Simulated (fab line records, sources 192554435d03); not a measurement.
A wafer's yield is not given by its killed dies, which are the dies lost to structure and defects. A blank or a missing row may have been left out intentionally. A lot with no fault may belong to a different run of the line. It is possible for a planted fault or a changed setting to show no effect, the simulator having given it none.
Chamber matching :: flow n5-finfet :: rie-diel-05 running N5_BEOL_M0_SAQP_DESCUM_19: 4 sister chambers
The step chemistry O2, time 7.9 s. 16 wafers are shown with their chamber, then 8 later ones without.

## WAFERS, EACH WITH ITS CHAMBER
wafer: L074.2
chamber: 0
drypump-motor-current-A (A): 5.8
throttle-valve-pct (%): 20.40
showerhead-plenum-p-Torr (Torr): 2.03

wafer: L074.3
chamber: 3
drypump-motor-current-A (A): 4.7
throttle-valve-pct (%): 20.42
showerhead-plenum-p-Torr (Torr): 2.09

wafer: L074.6
chamber: 2
drypump-motor-current-A (A): 6.3
throttle-valve-pct (%): 20.72
showerhead-plenum-p-Torr (Torr): 2.11

wafer: L078.2
chamber: 0
drypump-motor-current-A (A): 5.9
throttle-valve-pct (%): 20.41
showerhead-plenum-p-Torr (Torr): 2.03

wafer: L078.3
chamber: 2
drypump-motor-current-A (A): 6.3
throttle-valve-pct (%): 20.76
showerhead-plenum-p-Torr (Torr): 2.11

wafer: L078.6
chamber: 1
drypump-motor-current-A (A): 5.2
throttle-valve-pct (%): 20.76
showerhead-plenum-p-Torr (Torr): 2.08

wafer: L080.1
chamber: 1
drypump-motor-current-A (A): 5.2
throttle-valve-pct (%): 20.76
showerhead-plenum-p-Torr (Torr): 2.08

wafer: L080.4
chamber: 0
drypump-motor-current-A (A): 5.9
throttle-valve-pct (%): 20.41
showerhead-plenum-p-Torr (Torr): 2.03

wafer: L080.5
chamber: 3
drypump-motor-current-A (A): 4.7
throttle-valve-pct (%): 20.44
showerhead-plenum-p-Torr (Torr): 2.09

wafer: L088.1
chamber: 2
drypump-motor-current-A (A): 6.3
throttle-valve-pct (%): 20.76
showerhead-plenum-p-Torr (Torr): 2.10

wafer: L088.2
chamber: 0
drypump-motor-current-A (A): 5.9
throttle-valve-pct (%): 20.45
showerhead-plenum-p-Torr (Torr): 2.02

wafer: L088.4
chamber: 3
drypump-motor-current-A (A): 4.7
throttle-valve-pct (%): 20.47
showerhead-plenum-p-Torr (Torr): 2.08

wafer: L092.1
chamber: 3
drypump-motor-current-A (A): 4.7
throttle-valve-pct (%): 20.47
showerhead-plenum-p-Torr (Torr): 2.08

wafer: L092.2
chamber: 1
drypump-motor-current-A (A): 5.2
throttle-valve-pct (%): 20.80
showerhead-plenum-p-Torr (Torr): 2.07

wafer: L092.4
chamber: 2
drypump-motor-current-A (A): 6.3
throttle-valve-pct (%): 20.76
showerhead-plenum-p-Torr (Torr): 2.10

wafer: L093.1
chamber: 3
drypump-motor-current-A (A): 4.7
throttle-valve-pct (%): 20.47
showerhead-plenum-p-Torr (Torr): 2.08

SIGNATURES, as means of the wafers listed above
reading: drypump-motor-current-A
chamber 0: 5.875
chamber 1: 5.200
chamber 2: 6.300
chamber 3: 4.700
scatter within a chamber: 0.025

reading: throttle-valve-pct
chamber 0: 20.4175
chamber 1: 20.7733
chamber 2: 20.7500
chamber 3: 20.4540
scatter within a chamber: 0.0221

reading: showerhead-plenum-p-Torr
chamber 0: 2.0275
chamber 1: 2.0767
chamber 2: 2.1050
chamber 3: 2.0840
scatter within a chamber: 0.00549
Rule: for each reading, subtract the chamber's mean from the wafer's reading, divide by that reading's scatter and square the result; add these up over the readings and take the root, which gives the wafer's distance from the chamber. If the next closest chamber is less than 2 further off than the closest, the wafer can't be placed; otherwise it belongs to the closest. The scatter: take each reading less its chamber's mean, square it, sum over the shown wafers, divide by the number of wafers less the number of chambers, and take the root.

## WAFERS WITH NO CHAMBER GIVEN
wafer: L093.3
drypump-motor-current-A (A): 5.9
throttle-valve-pct (%): 20.44
showerhead-plenum-p-Torr (Torr): 2.02

wafer: L093.5
drypump-motor-current-A (A): 6.3
throttle-valve-pct (%): 20.76
showerhead-plenum-p-Torr (Torr): 2.10

wafer: L096.2
drypump-motor-current-A (A): 4.7
throttle-valve-pct (%): 20.48
showerhead-plenum-p-Torr (Torr): 2.08

wafer: L096.4
drypump-motor-current-A (A): 6.3
throttle-valve-pct (%): 20.77
showerhead-plenum-p-Torr (Torr): 2.10

wafer: L096.6
drypump-motor-current-A (A): 5.8
throttle-valve-pct (%): 20.44
showerhead-plenum-p-Torr (Torr): 2.02

wafer: L097.3
drypump-motor-current-A (A): 6.3
throttle-valve-pct (%): 20.79
showerhead-plenum-p-Torr (Torr): 2.09

wafer: L097.5
drypump-motor-current-A (A): 6.3
throttle-valve-pct (%): 20.78
showerhead-plenum-p-Torr (Torr): 2.10

wafer: L097.6
drypump-motor-current-A (A): 4.7
throttle-valve-pct (%): 20.49
showerhead-plenum-p-Torr (Torr): 2.08

## THE CHAMBER EACH PASSED THROUGH
wafer: L093.3
from the rows above: 0
in truth: 0

wafer: L093.5
from the rows above: 2
in truth: 2

wafer: L096.2
from the rows above: 3
in truth: 3

wafer: L096.4
from the rows above: 2
in truth: 2

wafer: L096.6
from the rows above: 0
in truth: 0

wafer: L097.3
from the rows above: 2
in truth: 2

wafer: L097.5
from the rows above: 2
in truth: 2

wafer: L097.6
from the rows above: 3
in truth: 3
Correctly placed: 8 of 8. Number that these rows cannot place: 0. 0 placed wrongly.
